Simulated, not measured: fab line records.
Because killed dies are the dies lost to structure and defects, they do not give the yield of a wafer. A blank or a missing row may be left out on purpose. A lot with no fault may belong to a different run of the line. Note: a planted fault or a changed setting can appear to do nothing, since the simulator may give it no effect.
fab line records	flow n5_finfet	part 1 of 2: steps 1 to 24 of 30
record lots=5	wafers=15	last_day=17
route steps=1938 shown PMOS_HMC_CHANNEL_EPI@87 FIN_SAQP@90
lots with no fault: from the same line, run without faults
start_h: hours from the record's opening day to when the first of the lot's shown wafers began	wait_h: time in hours since the lot's previous step	" identical to the entry in the row above	L1.1+2: a single row standing in for several wafers	- value missing, or start not given	* or withheld: withheld	< > ~ a bound
route shown NAME@n: a module of which the file shows steps, and the number in the route of the first	usual: mean/standard deviation taken from wafers without a fault	same: alike in all rows	chamber/n: place in a boat	sites: each site's reading	_std_site: their standard deviation	_edge_site: outer sites' mean less inner sites'	radius_mm: how far each site lies from the wafer's centre	mask NAME#n: copy n	behind: the tool/chamber that last shaped the wafer	hold: the reason the lot was held/the length of the hold in hours/how it ended	device: transistor that didn't switch, given as n, p or np	end of line: the route-end tests of the same wafers	a step with no rows: only its recipe	killed: the dies lost at the first sort to structure and to defects; this is not the yield of the wafer	map: a wafer's dies, marking killed ones x, the rest . and places with no die _
set.NAME: the setting the step ran with; set.NAME@STEP: the setting that earlier step ran with	model.NAME: the simulator's own value behind a step, which no gauge read
lots seen at some steps along the route; tables by step, rows by wafer
services: from which hour (start_h, from the record's first day; less than 0 if before it) a tool's chamber was out of use, for how many hours, and why
## steps
# step N5_PMOS_HMC_CHANNEL_EPI_EPI_26
# recipe material=Si	target_thk_a=38	temp_c=650	precursor=SiH4/H2	pressure_torr=20	time_s=22.7
# usual throttle_valve_pct=11.46/0.29
lot.wafer	tool	chamber	start_h	wait_h	throttle_valve_pct
L082.2	epi_rpcvd-03	0	68.50	0.1	11.27
L082.5	"	0	"	"	11.09
L082.6	"	0	"	"	11.21
L086.1	epi_rpcvd-04	0	92.06	0.0	11.75
L086.2	"	0	"	"	11.45
L086.6	"	0	"	"	11.79
L089.1	epi_rpcvd-02	0	111.03	0.0	11.46
L089.3	"	0	"	"	11.20
L089.4	"	0	"	"	11.43
L092.3	epi_rpcvd-03	0	129.71	0.1	11.28
L092.4	"	0	"	"	11.00
L092.6	"	0	"	"	11.13
L093.2	epi_rpcvd-02	0	133.84	0.1	11.37
L093.3	"	0	"	"	11.05
L093.6	"	0	"	"	11.50
# step N5_PMOS_HMC_CHANNEL_EPI_INSPECT_30
# recipe inspect_instrument=darkfield	mode=post_epi
# usual raw_defect_count=19/6.2
lot.wafer	tool	chamber	start_h	wait_h	raw_defect_count
L082.2	defect_inspect-02	-	68.82	0.0	18
L082.5	"	-	"	"	21
L082.6	"	-	"	"	19
L086.1	defect_inspect-02	-	92.53	0.0	21
L086.2	"	-	"	"	11
L086.6	"	-	"	"	12
L089.1	defect_inspect-01	-	111.40	0.0	15
L089.3	"	-	"	"	26
L089.4	"	-	"	"	10
L092.3	defect_inspect-02	-	129.98	0.0	14
L092.4	"	-	"	"	19
L092.6	"	-	"	"	16
L093.2	defect_inspect-01	-	134.16	0.0	21
L093.3	"	-	"	"	31
L093.6	"	-	"	"	19
# step N5_FIN_SAQP_PRECLEAN_42
# recipe chemistry=O3/DIW	time_s=60	temp_c=22	o3_ppm=10
lot.wafer	tool	chamber	start_h	wait_h
L082.2+5+6	wet_bench-06	4,7,2	68.85	0.0
L086.1+2+6	wet_bench-06	2,6,0	92.56	0.0
L089.1+3+4	wet_bench-06	4,2,0	111.43	0.0
L092.3+4+6	wet_bench-06	0,1,5	130.00	0.0
L093.2+3+6	wet_bench-04	6,0,7	134.19	0.0
# step N5_FIN_SAQP_PRECLEAN_00
# recipe chemistry=SC1	time_s=60	temp_c=55	mix=1:2:50
# usual bath_guard_temp_C=55.1/0.63
lot.wafer	tool	chamber	start_h	wait_h	bath_guard_temp_C
L082.2	wet_bench-06	4	68.87	0.0	54.8
L082.5	"	7	"	"	56.3
L082.6	"	2	"	"	56.0
L086.1	wet_bench-06	2	92.58	0.0	55.7
L086.2	"	6	"	"	55.0
L086.6	"	0	"	"	54.2
L089.1	wet_bench-06	4	111.45	0.0	54.3
L089.3	"	2	"	"	55.6
L089.4	"	0	"	"	54.4
L092.3	wet_bench-06	0	130.02	0.0	54.5
L092.4	"	1	"	"	55.0
L092.6	"	5	"	"	55.4
L093.2	wet_bench-04	6	134.21	0.0	55.7
L093.3	"	0	"	"	54.8
L093.6	"	7	"	"	55.2
# step N5_FIN_SAQP_PRECLEAN_44
# recipe chemistry=SC2	time_s=45	temp_c=35	mix=1:1:50
# usual bath_guard_temp_C=35.1/0.62
lot.wafer	tool	chamber	start_h	wait_h	bath_guard_temp_C
L082.2	wet_bench-06	4	68.89	0.0	34.8
L082.5	"	7	"	"	36.1
L082.6	"	2	"	"	35.7
L086.1	wet_bench-06	2	92.60	0.0	35.8
L086.2	"	6	"	"	34.6
L086.6	"	0	"	"	34.5
L089.1	wet_bench-06	4	111.47	0.0	34.3
L089.3	"	2	"	"	35.8
L089.4	"	0	"	"	34.7
L092.3	wet_bench-06	0	130.04	0.0	34.3
L092.4	"	1	"	"	34.7
L092.6	"	5	"	"	35.8
L093.2	wet_bench-04	6	134.23	0.0	35.7
L093.3	"	0	"	"	34.8
L093.6	"	7	"	"	35.4
# step N5_FIN_SAQP_SRD_01
# recipe dry=ipa_marangoni	time_s=30	temp_c=23	rinse_liquid=diw
lot.wafer	tool	chamber	start_h	wait_h
L082.2+5+6	wet_bench-06	4,7,2	68.90	0.0
L086.1+2+6	wet_bench-06	2,6,0	92.61	0.0
L089.1+3+4	wet_bench-06	4,2,0	111.48	0.0
L092.3+4+6	wet_bench-06	0,1,5	130.05	0.0
L093.2+3+6	wet_bench-04	6,0,7	134.24	0.0
# step N5_FIN_SAQP_ALD_61
# recipe material=SiO2	target_thk_a=40	temp_c=300	ald_precursor_family=BDEAS	ald_co_reactant=O2-plasma	pulse_time_s=1	purge_time_s=2	co_reactant_purge_time_s=2	ald_cycles=43	pressure_torr=2
# usual heater_power_w=467/54	precursor_pulse_height_rel=1.002/0.02
# same co_reactant_purge_time_s=2
lot.wafer	tool	chamber	start_h	wait_h	heater_power_w	precursor_pulse_height_rel
L082.2	ald_sin-03	2	68.95	0.0	400	0.980
L082.5	"	0	"	"	415	0.955
L082.6	"	3	"	"	507	1.001
L086.1	ald_sin-04	2	92.66	0.0	427	1.017
L086.2	"	0	"	"	445	0.975
L086.6	"	3	"	"	486	0.990
L089.1	ald_sin-04	2	111.61	0.1	439	1.020
L089.3	"	1	"	"	579	0.994
L089.4	"	3	"	"	504	0.988
L092.3	ald_sin-04	0	130.10	0.0	452	0.996
L092.4	"	3	"	"	494	0.992
L092.6	"	0	"	"	437	0.984
L093.2	ald_sin-04	3	134.28	0.0	496	0.977
L093.3	"	1	"	"	570	1.001
L093.6	"	0	"	"	442	0.978
# step N5_FIN_SAQP_DENSIFY_62
# recipe temp_c=700	time_s=60	ambient=N2	idle_temp_c=600	ramp_up_c_per_s=150	ramp_down_c_per_s=60	cool_to_c=600
# usual lamp_power_pct=9.85/0.053	lamp_zone_6_pct=9.770/0.0097	lamp_zone_7_pct=10.266/0.011	wafer_temp_C_max=703.2/0.57
lot.wafer	tool	chamber	start_h	wait_h	lamp_power_pct	lamp_zone_6_pct	lamp_zone_7_pct	wafer_temp_C_max
L082.2	rtp_anneal-02	0	69.31	0.3	9.77	9.751	10.282	702.2
L082.5	"	0	"	"	9.91	9.770	10.279	702.8
L082.6	"	0	"	"	9.88	9.765	10.273	703.0
L086.1	rtp_anneal-02	0	92.94	0.2	9.83	9.774	10.270	703.6
L086.2	"	0	"	"	9.83	9.768	10.269	703.3
L086.6	"	0	"	"	9.78	9.764	10.278	703.3
L089.1	rtp_anneal-02	0	111.82	0.1	9.93	9.765	10.286	703.8
L089.3	"	0	"	"	9.81	9.783	10.263	704.0
L089.4	"	0	"	"	9.81	9.770	10.258	702.4
L092.3	rtp_anneal-02	0	130.40	0.2	9.77	9.777	10.246	704.0
L092.4	"	0	"	"	9.79	9.761	10.238	702.4
L092.6	"	0	"	"	9.79	9.761	10.260	702.4
L093.2	rtp_anneal-02	0	134.68	0.3	9.81	9.775	10.264	704.0
L093.3	"	0	"	"	9.79	9.772	10.268	702.5
L093.6	"	0	"	"	9.79	9.760	10.252	702.7
# step N5_FIN_SAQP_HM_DEP_03
# recipe material=SiNx	target_thk_a=380	temp_c=400	precursor=SiH4/NH3/N2	pressure_torr=1.5	rf_w=300	time_s=33.6
# usual heater_power_w=747/62	showerhead_plenum_p_Torr=5.17/0.069	throttle_valve_pct=38.3/1.4
lot.wafer	tool	chamber	start_h	wait_h	heater_power_w	showerhead_plenum_p_Torr	throttle_valve_pct
L082.2	pecvd-01	0	69.50	0.2	767	5.14	39.1
L082.5	"	1	"	"	670	5.21	38.4
L082.6	"	0	"	"	770	5.16	39.2
L086.1	pecvd-03	0	93.15	0.2	756	5.26	39.0
L086.2	"	0	"	"	780	5.26	38.9
L086.6	"	0	"	"	786	5.25	38.6
L089.1	pecvd-03	1	112.03	0.2	795	5.17	37.3
L089.3	"	0	"	"	787	5.28	39.2
L089.4	"	1	"	"	765	5.18	37.5
L092.3	pecvd-04	1	130.57	0.1	763	5.03	38.1
L092.4	"	1	"	"	762	5.04	38.3
L092.6	"	2	"	"	888	5.13	35.5
L093.2	pecvd-03	1	134.86	0.2	685	5.18	37.7
L093.3	"	0	"	"	794	5.27	38.9
L093.6	"	0	"	"	794	5.25	38.9
# step N5_FIN_SAQP_THK_MEAS_05
# usual thk_nm=38.0/0.61
lot.wafer	tool	chamber	start_h	wait_h	thk_nm
L082.2	film_metro-02	-	69.58	0.1	38.4
L082.5	"	-	"	"	39.0
L082.6	"	-	"	"	39.2
L086.1	film_metro-01	-	93.35	0.2	37.6
L086.2	"	-	"	"	38.2
L086.6	"	-	"	"	38.4
L089.1	film_metro-02	-	112.12	0.1	38.3
L089.3	"	-	"	"	37.9
L089.4	"	-	"	"	38.9
L092.3	film_metro-02	-	130.66	0.1	38.1
L092.4	"	-	"	"	37.8
L092.6	"	-	"	"	37.2
L093.2	film_metro-02	-	135.18	0.3	38.2
L093.3	"	-	"	"	37.6
L093.6	"	-	"	"	39.3
# step N5_FIN_SAQP_PECVD_47
# recipe material=a-Si	target_thk_a=450	temp_c=400	precursor=SiH4/He	pressure_torr=3	rf_w=100	time_s=36.3
# usual heater_power_w=819/60	showerhead_plenum_p_Torr=5.69/0.049	throttle_valve_pct=17.6/0.6
lot.wafer	tool	chamber	start_h	wait_h	heater_power_w	showerhead_plenum_p_Torr	throttle_valve_pct
L082.2	pecvd-03	0	69.62	0.0	843	5.77	17.8
L082.5	"	0	"	"	853	5.74	17.2
L082.6	"	2	"	"	724	5.74	18.7
L086.1	pecvd-03	0	93.38	0.0	912	5.76	17.5
L086.2	"	0	"	"	918	5.77	17.6
L086.6	"	0	"	"	789	5.75	18.0
L089.1	pecvd-01	2	112.15	0.0	725	5.67	17.7
L089.3	"	0	"	"	843	5.68	17.9
L089.4	"	1	"	"	738	5.71	17.7
L092.3	pecvd-03	1	130.69	0.0	842	5.69	17.1
L092.4	"	1	"	"	861	5.70	17.2
L092.6	"	0	"	"	817	5.77	17.7
L093.2	pecvd-04	1	135.21	0.0	832	5.57	17.6
L093.3	"	0	"	"	786	5.64	17.1
L093.6	"	0	"	"	782	5.63	17.3
# step N5_FIN_SAQP_PECVD_48
# recipe material=SiNx	target_thk_a=250	temp_c=400	precursor=SiH4/NH3/N2	pressure_torr=1.5	rf_w=300	time_s=22.1
# usual heater_power_w=740/66	showerhead_plenum_p_Torr=5.17/0.067	throttle_valve_pct=38.5/1.3
lot.wafer	tool	chamber	start_h	wait_h	heater_power_w	showerhead_plenum_p_Torr	throttle_valve_pct
L082.2	pecvd-03	0	69.66	0.0	753	5.25	38.9
L082.5	"	0	"	"	725	5.25	38.8
L082.6	"	2	"	"	740	5.23	40.8
L086.1	pecvd-03	0	93.51	0.1	788	5.25	39.2
L086.2	"	0	"	"	799	5.28	38.9
L086.6	"	0	"	"	818	5.27	39.1
L089.1	pecvd-01	2	112.20	0.0	649	5.14	38.8
L089.3	"	0	"	"	744	5.17	39.1
L089.4	"	1	"	"	741	5.21	38.6
L092.3	pecvd-03	1	130.73	0.0	674	5.18	37.3
L092.4	"	1	"	"	658	5.17	37.4
L092.6	"	0	"	"	819	5.27	39.1
L093.2	pecvd-04	1	135.25	0.0	728	5.04	38.0
L093.3	"	0	"	"	753	5.09	37.8
L093.6	"	0	"	"	748	5.11	37.7
# step N5_FIN_SAQP_PECVD_06
# recipe material=a-Si	target_thk_a=600	temp_c=400	precursor=SiH4/He	pressure_torr=3	rf_w=100	time_s=48.1
# usual heater_power_w=817/58	showerhead_plenum_p_Torr=5.69/0.05	throttle_valve_pct=17.5/0.6
lot.wafer	tool	chamber	start_h	wait_h	heater_power_w	showerhead_plenum_p_Torr	throttle_valve_pct
L082.2	pecvd-03	0	69.70	0.0	880	5.74	18.0
L082.5	"	0	"	"	903	5.75	17.8
L082.6	"	2	"	"	858	5.73	18.6
L086.1	pecvd-03	0	93.63	0.1	852	5.77	17.7
L086.2	"	0	"	"	866	5.76	17.8
L086.6	"	0	"	"	892	5.75	17.9
L089.1	pecvd-01	2	112.24	0.0	760	5.67	17.3
L089.3	"	0	"	"	770	5.68	17.5
L089.4	"	1	"	"	881	5.72	17.4
L092.3	pecvd-03	1	130.77	0.0	855	5.70	17.4
L092.4	"	1	"	"	864	5.70	17.1
L092.6	"	0	"	"	917	5.76	17.6
L093.2	pecvd-04	1	135.29	0.0	829	5.61	17.3
L093.3	"	0	"	"	806	5.64	17.0
L093.6	"	0	"	"	809	5.62	17.4
# step N5_FIN_SAQP_THK_MEAS_07
# usual thk_nm=59.9/0.98
lot.wafer	tool	chamber	start_h	wait_h	thk_nm
L082.2	film_metro-01	-	69.79	0.1	58.4
L082.5	"	-	"	"	59.2
L082.6	"	-	"	"	60.2
L086.1	film_metro-01	-	93.83	0.2	58.9
L086.2	"	-	"	"	59.7
L086.6	"	-	"	"	59.5
L089.1	film_metro-02	-	112.32	0.1	60.9
L089.3	"	-	"	"	60.2
L089.4	"	-	"	"	60.7
L092.3	film_metro-02	-	130.86	0.1	59.9
L092.4	"	-	"	"	61.0
L092.6	"	-	"	"	60.0
L093.2	film_metro-02	-	135.38	0.1	58.0
L093.3	"	-	"	"	57.9
L093.6	"	-	"	"	59.6
# step N5_FIN_SAQP_HM_DEP_72
# recipe material=SiO2	target_thk_a=120	temp_c=400	precursor=SiH4/N2O	pressure_torr=0.75	rf_w=275	time_s=7.2
# usual heater_power_w=753/56	showerhead_plenum_p_Torr=8.15/0.14
lot.wafer	tool	chamber	start_h	wait_h	heater_power_w	showerhead_plenum_p_Torr
L082.2	pecvd-04	2	69.83	0.0	807	8.14
L082.5	"	0	"	"	742	8.05
L082.6	"	2	"	"	818	8.10
L086.1	pecvd-01	0	93.87	0.0	713	8.19
L086.2	"	2	"	"	736	8.18
L086.6	"	2	"	"	737	8.18
L089.1	pecvd-01	0	112.36	0.0	794	8.18
L089.3	"	2	"	"	721	8.16
L089.4	"	2	"	"	748	8.15
L092.3	pecvd-01	0	130.90	0.0	817	8.20
L092.4	"	1	"	"	750	8.26
L092.6	"	0	"	"	786	8.18
L093.2	pecvd-03	0	135.42	0.0	732	8.40
L093.3	"	2	"	"	738	8.35
L093.6	"	1	"	"	779	8.22
# step N5_FIN_SAQP_COAT_49
# recipe resist=SOC	temp_c=250	time_s=60	spin_rpm=1500	resist_thk_nm=100
# usual exhaust_pa=45.2/0.8	plate_temp_C=250.03/0.16
lot.wafer	tool	chamber	start_h	wait_h	exhaust_pa	plate_temp_C
L082.2	litho_track-02	0	69.90	0.1	44.7	249.84
L082.5	"	0	"	"	45.3	250.01
L082.6	"	0	"	"	45.5	250.19
L086.1	litho_track-04	0	93.94	0.1	44.4	250.13
L086.2	"	0	"	"	45.4	249.79
L086.6	"	0	"	"	45.5	250.15
L089.1	litho_track-01	0	112.44	0.1	44.9	250.16
L089.3	"	0	"	"	44.7	250.13
L089.4	"	0	"	"	45.9	250.00
L092.3	litho_track-02	0	130.98	0.1	45.3	250.15
L092.4	"	0	"	"	44.0	250.09
L092.6	"	0	"	"	45.1	249.64
L093.2	litho_track-01	0	135.50	0.1	44.3	250.07
L093.3	"	0	"	"	43.8	249.83
L093.6	"	0	"	"	45.1	250.01
# step N5_FIN_SAQP_COAT_50
# recipe resist=SiARC	temp_c=220	time_s=60	spin_rpm=1500	resist_thk_nm=35
# usual exhaust_pa=44.9/0.82	plate_temp_C=219.95/0.17
lot.wafer	tool	chamber	start_h	wait_h	exhaust_pa	plate_temp_C
L082.2	litho_track-02	0	-	-	45.7	219.89
L082.5	"	0	"	"	45.0	219.89
L082.6	"	0	"	"	44.7	219.83
L086.1	litho_track-04	0	-	-	44.7	219.87
L086.2	"	0	"	"	43.7	219.87
L086.6	"	0	"	"	44.2	219.82
L089.1	litho_track-01	0	-	-	43.9	219.76
L089.3	"	0	"	"	43.7	219.76
L089.4	"	0	"	"	44.2	220.02
L092.3	litho_track-02	0	-	-	45.1	219.95
L092.4	"	0	"	"	44.7	219.62
L092.6	"	0	"	"	44.6	219.96
L093.2	litho_track-01	0	-	-	43.9	220.19
L093.3	"	0	"	"	43.8	220.04
L093.6	"	0	"	"	43.7	220.19
# step N5_FIN_SAQP_COAT_10
# recipe resist=CAR-ArF	spin_rpm=1500	resist_thk_nm=90
# usual exhaust_pa=45.2/0.86
lot.wafer	tool	chamber	start_h	wait_h	exhaust_pa
L082.2	litho_track-02	0	-	-	45.4
L082.5	"	0	"	"	46.0
L082.6	"	0	"	"	44.2
L086.1	litho_track-04	0	-	-	46.4
L086.2	"	0	"	"	46.0
L086.6	"	0	"	"	45.0
L089.1	litho_track-01	0	-	-	44.9
L089.3	"	0	"	"	44.8
L089.4	"	0	"	"	46.1
L092.3	litho_track-02	0	-	-	44.5
L092.4	"	0	"	"	46.7
L092.6	"	0	"	"	47.1
L093.2	litho_track-01	0	-	-	44.4
L093.3	"	0	"	"	45.6
L093.6	"	0	"	"	44.8
# step N5_FIN_SAQP_EBR_12
# recipe solvent=PGMEA	ebr_width_mm=1.5
# usual exhaust_pa=45.1/0.85
lot.wafer	tool	chamber	start_h	wait_h	exhaust_pa
L082.2	litho_track-02	0	-	-	45.2
L082.5	"	0	"	"	44.4
L082.6	"	0	"	"	46.0
L086.1	litho_track-04	0	-	-	46.5
L086.2	"	0	"	"	46.5
L086.6	"	0	"	"	46.1
L089.1	litho_track-01	0	-	-	44.2
L089.3	"	0	"	"	44.8
L089.4	"	0	"	"	45.6
L092.3	litho_track-02	0	-	-	45.6
L092.4	"	0	"	"	44.5
L092.6	"	0	"	"	45.6
L093.2	litho_track-01	0	-	-	45.0
L093.3	"	0	"	"	44.4
L093.6	"	0	"	"	42.8
# step N5_FIN_SAQP_SOFTBAKE_11
# recipe temp_c=110	time_s=60	resist=CAR-ArF
# usual exhaust_pa=44.8/0.96	plate_temp_C=110.04/0.12
lot.wafer	tool	chamber	start_h	wait_h	exhaust_pa	plate_temp_C
L082.2	litho_track-02	0	-	-	45.9	110.13
L082.5	"	0	"	"	44.3	110.01
L082.6	"	0	"	"	46.0	110.03
L086.1	litho_track-04	0	-	-	44.0	109.98
L086.2	"	0	"	"	44.5	110.21
L086.6	"	0	"	"	43.9	109.97
L089.1	litho_track-01	0	-	-	44.6	109.87
L089.3	"	0	"	"	44.7	109.94
L089.4	"	0	"	"	45.2	109.86
L092.3	litho_track-02	0	-	-	44.9	109.85
L092.4	"	0	"	"	44.4	109.92
L092.6	"	0	"	"	44.3	109.90
L093.2	litho_track-01	0	-	-	45.9	110.01
L093.3	"	0	"	"	46.1	110.08
L093.6	"	0	"	"	44.6	110.04
# step N5_FIN_SAQP_EXPOSE_13
# recipe mask_id=FIN_CORE	na=1.35	source_shape=dipole	sigma_inner=0.538	sigma_outer=0.738	polarization=te	target_cd_nm=35.6	dose_mj=63.25
# same dipole_opening_deg=40
lot.wafer	tool	chamber	start_h	wait_h	mask
L082.2+5+6	arfi_scanner-03	0	70.15	-	FIN_CORE#0
L086.1+2+6	arfi_scanner-03	0	94.18	-	FIN_CORE#0
L089.1+3+4	arfi_scanner-02	0	112.68	-	FIN_CORE#0
L092.3+4+6	arfi_scanner-01	0	131.23	-	FIN_CORE#0
L093.2+3+6	arfi_scanner-03	0	137.22	-	FIN_CORE#0
# step N5_FIN_SAQP_PEB_14
# recipe peb_temp_c=withheld	peb_time_s=60	resist=CAR-ArF
# usual exhaust_pa=45.0/0.91
lot.wafer	tool	chamber	start_h	wait_h	exhaust_pa
L082.2	litho_track-04	0	70.21	0.0	46.5
L082.5	"	0	"	"	45.0
L082.6	"	0	"	"	46.6
L086.1	litho_track-04	0	94.24	0.1	45.1
L086.2	"	0	"	"	44.2
L086.6	"	0	"	"	44.9
L089.1	litho_track-01	0	112.74	0.1	46.2
L089.3	"	0	"	"	44.8
L089.4	"	0	"	"	44.5
L092.3	litho_track-02	0	131.28	0.0	46.1
L092.4	"	0	"	"	47.1
L092.6	"	0	"	"	46.7
L093.2	litho_track-02	0	137.27	0.0	44.7
L093.3	"	0	"	"	44.3
L093.6	"	0	"	"	44.3
# step N5_FIN_SAQP_DEVELOP_15
# recipe develop_time_s=30	developer=TMAH	resist=CAR-ArF	dev_temp_c=23	rinse_liquid=diw	dry=air_spin
# usual exhaust_pa=44.9/0.89
# same develop_time_s=30
lot.wafer	tool	chamber	start_h	wait_h	exhaust_pa
L082.2	litho_track-04	0	-	-	46.2
L082.5	"	0	"	"	45.0
L082.6	"	0	"	"	43.6
L086.1	litho_track-04	0	-	-	45.2
L086.2	"	0	"	"	45.0
L086.6	"	0	"	"	45.2
L089.1	litho_track-01	0	-	-	44.6
L089.3	"	0	"	"	43.2
L089.4	"	0	"	"	43.7
L092.3	litho_track-02	0	-	-	45.6
L092.4	"	0	"	"	43.9
L092.6	"	0	"	"	43.5
L093.2	litho_track-02	0	-	-	43.9
L093.3	"	0	"	"	44.3
L093.6	"	0	"	"	45.3
# step N5_FIN_SAQP_CD_MEAS_16
# recipe target_cd_nm=35.6	landing_energy_ev=500	detector=se_inlens
# usual cd_nm=35.6/0.33
lot.wafer	tool	chamber	start_h	wait_h	cd_nm
L082.2	cd_sem-01	0	70.28	-	35.5
L082.5	"	0	"	"	35.4
L082.6	"	0	"	"	35.4
L086.1	cd_sem-02	0	94.31	-	35.9
L086.2	"	0	"	"	35.2
L086.6	"	0	"	"	35.5
L089.1	cd_sem-01	0	112.81	-	35.7
L089.3	"	0	"	"	35.6
L089.4	"	0	"	"	35.6
L092.3	cd_sem-03	0	131.35	-	35.9
L092.4	"	0	"	"	35.5
L092.6	"	0	"	"	35.9
L093.2	cd_sem-03	0	137.34	-	35.5
L093.3	"	0	"	"	35.8
L093.6	"	0	"	"	36.0
